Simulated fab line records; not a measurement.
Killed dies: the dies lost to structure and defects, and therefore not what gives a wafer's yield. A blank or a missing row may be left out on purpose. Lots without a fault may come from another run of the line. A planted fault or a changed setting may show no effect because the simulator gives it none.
2 desks, one fault	flow n5-finfet	each desk holds nothing but its own numbers, with what lay behind them at the end

== THE METROLOGY DESK ==
What the gauges read, lot by lot, whatever tool the lot ran on: means of the sampled wafers that have a number. Marked OUT: a lot whose mean sits more than 4 standard deviations from the usual mean, which makes it out of limits; the brackets give that distance. Of its 12 readings 7 are shown: the one that was out of limits first, and those that lie furthest out on some lot.
Columns: A = cd-nm at N5_BEOL_M3_CD_MEAS_28, usual 25.67 nm; B = DIBL_N at N5_BEOL_M4_RC_MEAS_101, usual 36.3 mV/V; C = IOFF_N at N5_BEOL_M4_RC_MEAS_101, usual 0.16 nA/um; D = IOFF_P at N5_BEOL_M4_RC_MEAS_101, usual 0.21 nA/um; E = ION_N at N5_BEOL_M4_RC_MEAS_101, usual 673 uA/um; F = ION_P at N5_BEOL_M4_RC_MEAS_101, usual 461 uA/um; G = VT_N at N5_BEOL_M4_RC_MEAS_101, usual 250 mV
lot	first seen here	A	B	C	D	E	F	G
L432	day 6 23:30	25.60	34.6	0.14	0.18	658	454	254
L431	day 7 00:21	25.43	37.2	0.17	0.21	673	456	249
L434	day 7 16:44	25.70	34.9	0.13	0.18	666	460	254
L436	day 8 16:01	25.96	37.1	0.18	0.23	681	462	249
L442	day 9 20:40	22.16 (-14) OUT	36.3	0.17	0.19	678	456	248
L443	day 10 01:26	19.51 (-25) OUT	39.9	0.24	0.29	703	474	242
L444	day 10 06:45	20.20 (-22) OUT	36.7	0.18	0.23	683	469	248
L452	day 12 05:58	25.91	37.9	0.18	0.27	687	481	247
L453	day 12 10:41	25.51	35.4	0.14	0.18	663	453	250
L454	day 12 13:40	25.59	37.6	0.17	0.20	675	458	250
This desk finds L442, L443, L444 out of limits, L442 being first, at day 9 20:58 (cd-nm at N5_BEOL_M3_CD_MEAS_28). L432, L431, L434, L436, L452, L453, L454: within limits.

== THE DEFECT DESK ==
Inspection counts along the route, by lot: the mean over sampled wafers that carry a number. Marked OUT: a lot whose mean sits more than 4 standard deviations from the usual mean, which makes it out of limits; the brackets give that distance.
Columns: A = raw-defect-count at N5_BEOL_M3_INSPECT_13, usual 437
lot	first seen here	A
L432	day 6 23:02	313
L431	day 6 23:51	348
L434	day 7 16:10	458
L436	day 8 15:20	336
L442	day 9 19:53	434
L443	day 10 00:59	493
L444	day 10 06:17	352
L452	day 12 05:30	509
L453	day 12 10:13	415
L454	day 12 13:06	439
This desk's finding: nothing out of limits on any of the 10 lots.

== PUT TOGETHER ==
The metrology desk could have raised an alarm at day 9 20:58, on L442, L443, L444.
The defect desk saw nothing out of limits.
The defect desk has L442, L443, L444 on record, within its limits.
Of the lots named, all ran N5_BEOL_M3_EXPOSE_25 on euv-scanner-02.

== WHAT THE SIMULATOR PUT IN ==
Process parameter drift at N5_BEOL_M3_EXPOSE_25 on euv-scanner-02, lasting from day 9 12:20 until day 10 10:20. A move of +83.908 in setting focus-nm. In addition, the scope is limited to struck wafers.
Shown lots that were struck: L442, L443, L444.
Per desk, hours elapsed from the start of the fault to the first reading out of limits: for the metrology desk, 9.
